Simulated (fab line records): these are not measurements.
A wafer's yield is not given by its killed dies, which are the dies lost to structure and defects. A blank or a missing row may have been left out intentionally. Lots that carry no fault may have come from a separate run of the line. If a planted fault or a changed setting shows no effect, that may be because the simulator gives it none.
Matching of chambers | flow n5_finfet | ald_metal-04 running N5_BEOL_M8_ALD_77: 4 sister chambers
The step deposits TaN, target thk 2 nm, pulse time 2 s, purge time 3 s. 18 wafers are shown with their chamber, then 9 later ones without.

## WAFERS PAIRED WITH THEIR CHAMBERS
wafer  | chamber | heater_power_w (W) | precursor_vessel_temp_c (C)
L078.1 | 3       | 454                | 74.82
L078.4 | 1       | 409                | 75.07
L078.6 | 1       | 410                | 75.12
L081.1 | 3       | 459                | 74.84
L081.4 | 0       | 359                | 74.88
L081.5 | 1       | 414                | 75.04
L080.2 | 1       | 422                | 75.19
L080.3 | 2       | 360                | 75.16
L080.6 | 2       | 361                | 75.08
L082.1 | 3       | 442                | 75.25
L082.5 | 1       | 417                | 75.15
L082.6 | 2       | 365                | 74.97
L089.3 | 0       | 357                | 75.09
L089.4 | 3       | 448                | 74.98
L089.6 | 0       | 379                | 75.17
L087.4 | 3       | 452                | 75.03
L087.5 | 0       | 371                | 74.95
L087.6 | 3       | 443                | 75.02

SIGNATURES (averages over the wafers above)
reading                 | chamber 0 | chamber 1 | chamber 2 | chamber 3 | scatter within a chamber
heater_power_w          | 366.50    | 414.40    | 362.00    | 449.67    | 6.91
precursor_vessel_temp_c | 75.0225   | 75.1140   | 75.0700   | 74.9900   | 0.121
Rule: a wafer lies at a distance from a chamber equal to the root of the sum of squares, over the readings, of (its reading less the chamber's mean, divided by the reading's scatter). If the next closest chamber is less than 2 further off than the closest, the wafer can't be placed; otherwise it belongs to the closest. How the scatter is found: for the shown wafers, subtract from each reading the mean of its chamber, square and add these, divide the total by (wafers less chambers), then take the root.

## WAFERS WITH NO CHAMBER GIVEN
wafer  | heater_power_w (W) | precursor_vessel_temp_c (C)
L088.1 | 417                | 75.06
L088.4 | 445                | 74.85
L088.6 | 402                | 74.91
L091.2 | 450                | 75.02
L091.3 | 355                | 75.06
L091.4 | 366                | 74.94
L094.2 | 374                | 75.18
L094.4 | 438                | 75.07
L094.5 | 449                | 75.15

## CHAMBER TAKEN BY EACH
wafer  | from the rows above     | in truth
L088.1 | 1                       | 1
L088.4 | 3                       | 3
L088.6 | 1                       | 1
L091.2 | 3                       | 3
L091.3 | can't be placed: 2 or 0 | 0
L091.4 | can't be placed: 0 or 2 | 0
L094.2 | can't be placed: 0 or 2 | 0
L094.4 | can't be placed: 3 or 1 | 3
L094.5 | 3                       | 3
5 of 9 placed correctly. Can't be placed from these rows: 4 (the true chamber is among the candidates in 4). 0 placed wrongly.
